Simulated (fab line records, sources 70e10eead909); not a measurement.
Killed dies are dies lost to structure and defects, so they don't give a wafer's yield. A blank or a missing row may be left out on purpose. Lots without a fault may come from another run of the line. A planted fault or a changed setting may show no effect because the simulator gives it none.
Chamber matching | flow nand_harc | NHARC_A_SGD_CUT_DEP_00 on pecvd-03: 3 sister chambers
The step deposits SiNx, target thk 50 nm. 3 wafers are shown with their chamber, then 7 later ones without.

WAFERS WITH THEIR CHAMBER
wafer  | chamber | heater_power_outer_w (W)
L839.5 | 2       | 422
L852.2 | 0       | 431
L852.5 | 1       | 478

WAFERS WITHOUT THEIR CHAMBER
wafer  | heater_power_outer_w (W)
L852.6 | 446
L853.2 | 428
L853.3 | 512
L853.5 | 426
L855.2 | 458
L855.4 | 385
L855.5 | 447

WHICH CHAMBER EACH WENT THROUGH
wafer  | from the rows above          | in truth
L852.6 | can't be placed: 0 or 2 or 1 | 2
L853.2 | can't be placed: 0 or 2      | 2
L853.3 | 1                            | 1
L853.5 | can't be placed: 2 or 0      | 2
L855.2 | can't be placed: 1 or 0 or 2 | 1
L855.4 | can't be placed: 2 or 0      | 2
L855.5 | can't be placed: 0 or 2 or 1 | 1
Placed correctly: 1 of 7. Can't be placed from these rows: 6 (the true chamber is among the candidates in 6). Placed wrongly: 0.
How it was worked out, from the rows above alone: a wafer's distance from a chamber is the root of the sum, over the readings, of the square of ((its reading less the chamber's mean) divided by the reading's scatter). The wafer belongs to the nearest chamber; if the next one is less than 2 further off, it can't be placed. A chamber's mean is the mean of its shown wafers. The scatter: with one shown wafer a chamber, the root of the mean of the squares of how far each hidden wafer lies from its nearest shown one.
